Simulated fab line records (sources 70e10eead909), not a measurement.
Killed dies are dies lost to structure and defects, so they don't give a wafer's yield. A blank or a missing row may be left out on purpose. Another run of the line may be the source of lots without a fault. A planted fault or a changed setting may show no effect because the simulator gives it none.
A struck lot beside a sound one -- flow nandHarc -- 14 out of 1302 route steps
Sound: these wafers, L556.3, L556.5, L556.6. Struck: wafer L571.1 (L571.2, L571.5, from the same lot, were not struck and are left out); the cause is given at the end.
At each step with rows: each side's tool, then ch and its chambers, then its first start. Under that, the readings that differ: sound wafers -- struck wafers -- difference of the means -- sigmas: that difference in standard deviations of wafers without a fault.
alike: a reading whose means differ by less than 2 such deviations, as well as words and numbers matching on both sides. not compared: withheld readings; readings where some wafer has no value; bounds like >300 that might hide an equal value; numbers whose values overlap and for which the record gives no deviation.
The two part at a step that has a row with sigmas, a row that says differs or no value, or rows on one side only. When numbers do not overlap yet have no deviation, they are printed without sigmas and do not part them. A reading missing from all wafers of one side parts the sides only when that side holds two or more wafers.

NHARC_P_M2_INSPECT_27:
  sound: defectInspect-02 at day 8 23:10; struck: defectInspect-02 at day 14 18:55
  alike: rawDefectCount
NHARC_P_M2_PRE_CLEAN_32: time 12 s.
  sound on pecvd-01 ch 0,1, day 8 23:14; struck on pecvd-03 ch 0, day 14 18:59
  alike: heaterPowerW
NHARC_P_M2_DEP_33: deposits SiCN, target thk 30 nm.
  sound on pecvd-01 ch 0,1, day 8 23:19; struck on pecvd-03 ch 0, day 14 19:04
  alike: heaterPowerW
NHARC_P_BONDPAD_DEP_00: deposits SiCN, target thk 250 nm.
  sound on pecvd-04 ch 1,2, day 8 23:46; struck on pecvd-01 ch 2, day 14 19:31
  alike: heaterPowerW
NHARC_P_BONDPAD_CMP_32: polishes SiCN, target thk 200 nm.
  sound on cmp-01 ch 2,3, day 9 00:08; struck on cmp-01 ch 1, day 14 19:56
  alike: edgeZonePressureFrac, motorCurrentA, slurryFilterDpKPa
NHARC_P_BONDPAD_THK_MEAS_33: measures by ellipsometry.
  sound: filmMetro-01 at day 9 00:23; struck: filmMetro-02 at day 14 20:08
  alike: thkNm
then, 5 steps without rows for these wafers: NHARC_P_BONDPAD_SRD_34; NHARC_P_BONDPAD_DEHYDRATE_01 (time 120 s); NHARC_P_BONDPAD_HMDS_02 (time 30 s); NHARC_P_BONDPAD_COAT_36 (time 65 s); NHARC_P_BONDPAD_COAT_03 (resist thk 600 nm).
NHARC_P_BONDPAD_SOFTBAKE_04: time 70 s.
  sound on lithoTrack-05 ch 0, day 9 00:00; struck on lithoTrack-05 ch 0, day 14 20:00
reading,sound,struck,difference,sigmas
heaterPowerTotalW (W),198.9 200.7 202.5,231.7,+31.0,+24
then, 1 step without rows for these wafers: NHARC_P_BONDPAD_EBR_05.
NHARC_END_SORT_01:
  the record has rows for the sound wafers here (prober-01 ch 0, day 28 18:57) and none for the struck ones

WHERE THEY PART
At NHARC_P_BONDPAD_SOFTBAKE_04 first; at NHARC_END_SORT_01 last (within this record only).

WHY: whatever the simulator had introduced
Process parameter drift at NHARC_P_BONDPAD_SOFTBAKE_04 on lithoTrack-05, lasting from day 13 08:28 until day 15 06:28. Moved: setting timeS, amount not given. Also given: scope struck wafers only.
